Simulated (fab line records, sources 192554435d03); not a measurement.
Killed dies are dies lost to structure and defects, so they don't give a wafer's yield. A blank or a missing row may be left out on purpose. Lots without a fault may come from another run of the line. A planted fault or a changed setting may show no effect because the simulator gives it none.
A struck lot beside a sound one | flow n5_finfet | 42 steps out of a route of 1938
Sound: wafers L686.1, L686.4, L686.5. Struck: wafer L691.4. (L691.1, L691.5 of the same lot were not struck and are left out.) The cause comes at the end.
At each step with rows: each side's tool, then ch and its chambers, then its first start. Under that, the readings that differ: sound wafers | struck wafers | difference of the means | sigmas: that difference in standard deviations of wafers without a fault.
alike: readings whose means differ by less than 2 such deviations, and words and numbers that are the same on both sides. not compared: withheld readings, readings that some wafer has no value for, bounds like >300 that may hide the same value, and numbers for which the record gives no deviation and whose values overlap.
The two part at a step that has a row with sigmas, a row that says differs or no value, or rows on one side only. Numbers that don't overlap but have no deviation are shown without sigmas and don't part them. A reading that every wafer of one side lacks parts them only if that side has two wafers or more.

first, 11 steps without rows for these wafers: N5_BEOL_M0_SAQP_STRIP_113 (strips in CHF3/O2); N5_BEOL_M0_SAQP_MANDREL_ETCH_20 (etches a-Si in HBr/Cl2, stops on SiNx, target depth 60 nm, bt time 10 s, time 30 s); N5_BEOL_M0_SAQP_STRIP_86 (strips in N2/H2); N5_BEOL_M0_SAQP_STRIP_115 (strips in post etch residue remover, time 60 s); N5_BEOL_M0_SAQP_SRD_93 (time 30 s); N5_BEOL_M0_SAQP_RECESS_114 (chemistry HF/NH3, target SiO2, target depth 14.4 nm, afs cycles 3, sublimation time 60 s); N5_BEOL_M0_SAQP_SPACER1_ALD_98 (deposits SiO2, target thk 12.8 nm, pulse time 1 s, purge time 2 s); N5_BEOL_M0_SAQP_SPACER1_ETCHBACK_99 (etches SiO2 in CHF3/O2, target depth 15.4 nm, time 7.7 s); N5_BEOL_M0_SAQP_MANDREL1_REMOVE_100 (chemistry HBr/Cl2/O2, target a-Si, stops on SiNx, bt time 10 s); N5_BEOL_M0_SAQP_ETCH_101 (etches SiNx in CH3F/O2, target depth 29.9 nm, time 42.7 s); N5_BEOL_M0_SAQP_ETCH_102 (etches SiO2 in CF4, target depth 4 nm, time 4.4 s).
N5_BEOL_M0_SAQP_MANDREL_ETCH_103: etches a-Si in HBr/Cl2, stops on SiCN, target depth 45 nm, bt time 10 s, time 27 s.
  sound on rie_si-04 ch 0,1, day 6 03:09; struck on rie_si-04 ch 0, day 7 08:19
  reading                                         | sound     | struck | difference | sigmas
  model.SiCN_of_BEOL_M0_SAQP_PECVD_03.thk_nm (nm) | 8.8 8.8 9 | 6.6    | -2.3       |
  alike: chamber_pressure_mTorr, drypump_motor_current_A, oes_product_au, rf_fwd_power_W, throttle_valve_pct
  not compared: rf_hours_counter_h
then, 5 steps without rows for these wafers: N5_BEOL_M0_SAQP_RECESS_104 (chemistry HF/NH3, target SiO2, target depth 18 nm, afs cycles 3, sublimation time 60 s); N5_BEOL_M0_SAQP_COAT_105 (time 60 s, resist thk 100 nm); N5_BEOL_M0_SAQP_ETCH_106 (etches SOC in N2/H2, stops on SiNx, target depth 150 nm); N5_BEOL_M0_SAQP_ETCH_107 (etches SiNx in CH3F/O2, target depth 30 nm); N5_BEOL_M0_SAQP_STRIP_108 (strips in N2/H2).
N5_BEOL_M0_SAQP_RECESS_109: chemistry HF/NH3, target SiO2, target depth 3 nm, afs cycles 1, sublimation time 60 s.
  sound on vapor_etch-01 ch 0,1, day 6 03:52; struck on vapor_etch-01 ch 1, day 7 09:01
  reading                                         | sound       | struck | difference | sigmas
  model.SiCN_of_BEOL_M0_SAQP_PECVD_03.thk_nm (nm) | 8.4 8.4 8.8 | 6.2    | -2.3       |
  alike: drypump_motor_current_A
then, 19 steps without rows for these wafers: N5_BEOL_M0_SAQP_SPACER2_ALD_26 (deposits SiO2, target thk 15 nm, pulse time 1 s, purge time 2 s); N5_BEOL_M0_SAQP_SPACER2_ETCHBACK_27 (etches SiO2 in CHF3/O2, target depth 22.5 nm, time 11.25 s); N5_BEOL_M0_SAQP_MANDREL2_REMOVE_110 (chemistry HBr/Cl2/O2, target a-Si, stops on SiCN, bt time 10 s); N5_BEOL_M0_SAQP_COAT_69 (time 60 s, resist thk 90 nm); N5_BEOL_M0_SAQP_COAT_72 (time 60 s, resist thk 15 nm); N5_BEOL_M0_SAQP_COAT_87 (time 60 s, resist thk 5 nm); N5_BEOL_M0_SAQP_COAT_34 (resist thk 30 nm); N5_BEOL_M0_SAQP_EBR_36; N5_BEOL_M0_SAQP_SOFTBAKE_35 (time 60 s); N5_BEOL_M0_SAQP_EXPOSE_37 (exposes mask M0 CUT1, target cd 30 nm); N5_BEOL_M0_SAQP_PEB_38 (peb time 60 s); N5_BEOL_M0_SAQP_DEVELOP_39 (develop time 30 s); N5_BEOL_M0_SAQP_DESCUM_45 (chemistry O2, time 7 s); N5_BEOL_M0_SAQP_ETCH_88 (etches underlayer in N2/H2, target depth 6.5 nm, time 5.2 s); N5_BEOL_M0_SAQP_ETCH_73 (etches SiARC in CF4, target depth 19.5 nm, time 32.5 s); N5_BEOL_M0_SAQP_CUT_ETCH_46 (etches SOC in N2/H2, target depth 135 nm, overetch 27 nm, time 202.5 s); N5_BEOL_M0_SAQP_STRIP_74 (strips in N2/H2); N5_BEOL_M0_SAQP_STRIP_89 (strips in N2/H2); N5_BEOL_M0_SAQP_ALD_48 (deposits SiO2, target thk 20 nm, pulse time 1 s, co reactant pulse time 1 s).
N5_BEOL_M0_ETCH_138: etches SiCN in CH3F/O2, target depth 12 nm, time 31.6 s.
  sound on rie_diel-04 ch 0,2,3, day 6 07:06; struck on rie_diel-04 ch 2, day 7 12:16
  reading                                               | sound             | struck | difference | sigmas
  etch_rf_on_time_s (s)                                 | 29.0 29.7 30.7    | 21.9   | -7.9       | -7
  model.etch.depth_nm (nm)                              | 8.426 8.398 8.707 | 6.194  | -2.316     |
  model.SiO2_of_BEOL_M0_SAQP_SPACER2_ALD_26.thk_nm (nm) | 5.2 5.2 5         | 5.8    | +0.7       |
  alike: chamber_pressure_mTorr, drypump_motor_current_A, oes_product_au, rf_fwd_power_W, rf_vpp_V, showerhead_plenum_p_Torr, throttle_valve_pct
  not compared: rf_hours_counter_h
N5_BEOL_M0_HM_OPEN_105: chemistry Cl2/BCl3, target TiN, target depth 12 nm.
  sound on rie_metal-01 ch 0, day 6 11:04; struck on rie_metal-01 ch 1, day 7 16:05
  reading                                               | sound       | struck | difference | sigmas
  drypump_motor_current_A (A)                           | 4.9 4.9 4.9 | 6.4    | +1.5       | +3
  model.SiO2_of_BEOL_M0_SAQP_SPACER2_ALD_26.thk_nm (nm) | 2.8 3 2.6   | 3.2    | +0.4       |
  alike: bcl3_flow_sccm, chamber_pressure_mTorr, oes_product_au, rf_fwd_power_W, throttle_valve_pct
  not compared: rf_hours_counter_h
N5_BEOL_M0_ETCH_128: etches SiCN in CF4/N2, target depth 12 nm, overetch 5.1 nm, time 21.4 s.
  sound on rie_diel-04 ch 0,2, day 6 11:32; struck on rie_diel-04 ch 3, day 7 16:29
  reading                  | sound             | struck | difference | sigmas
  oes_product_au (a.u.)    | 0.51 0.48 0.48    | 0.74   | +0.25      | +4
  model.etch.depth_nm (nm) | 8.426 8.398 8.707 | 12     | +3         |
  alike: chamber_pressure_mTorr, drypump_motor_current_A, rf_fwd_power_W, rf_vpp_V, showerhead_plenum_p_Torr, throttle_valve_pct
  not compared: rf_hours_counter_h
-- the record jumps here: 2 days lie between the struck wafers' starts before and after (it left off in module BEOL_M0 and takes up again in module BEOL_M4, whose first step shown is number 1111 of the route) --
N5_BEOL_M4_RC_MEAS_101:
  sound on prober-01 ch 0, day 8 19:27; struck on prober-02 ch 0, day 9 16:59
  alike: DIBL_N, DIBL_P, IOFF_N, IOFF_P, ION_N, ION_P, SS_N, SS_P, VT_N, VT_P
-- the record jumps here: 4 days lie between the struck wafers' starts before and after (it left off in module BEOL_M4 and takes up again in module PASSIVATION, whose first step shown is number 1936 of the route) --
N5_PASSIVATION_PROBE_49:
  sound on prober-02, day 13 01:34; struck on prober-02, day 13 20:43
  reading             | sound    | struck | difference | sigmas
  killed_at_front_end | 22 19 27 | 44     | +21        | +2
  alike: defect_limited_yield, killed_at_M0_to_M3, killed_at_M4_up, killed_at_contacts, killed_at_other, killed_dies, killed_open, killed_short, sort_bin_4_leakage, sort_bin_5_function, sort_bin_6_memory, sort_bin_8_speed, sort_n_pass

WHERE THEY PART
First at N5_BEOL_M0_ETCH_138; last, within this record, at N5_PASSIVATION_PROBE_49.

WHY: what the simulator had put in
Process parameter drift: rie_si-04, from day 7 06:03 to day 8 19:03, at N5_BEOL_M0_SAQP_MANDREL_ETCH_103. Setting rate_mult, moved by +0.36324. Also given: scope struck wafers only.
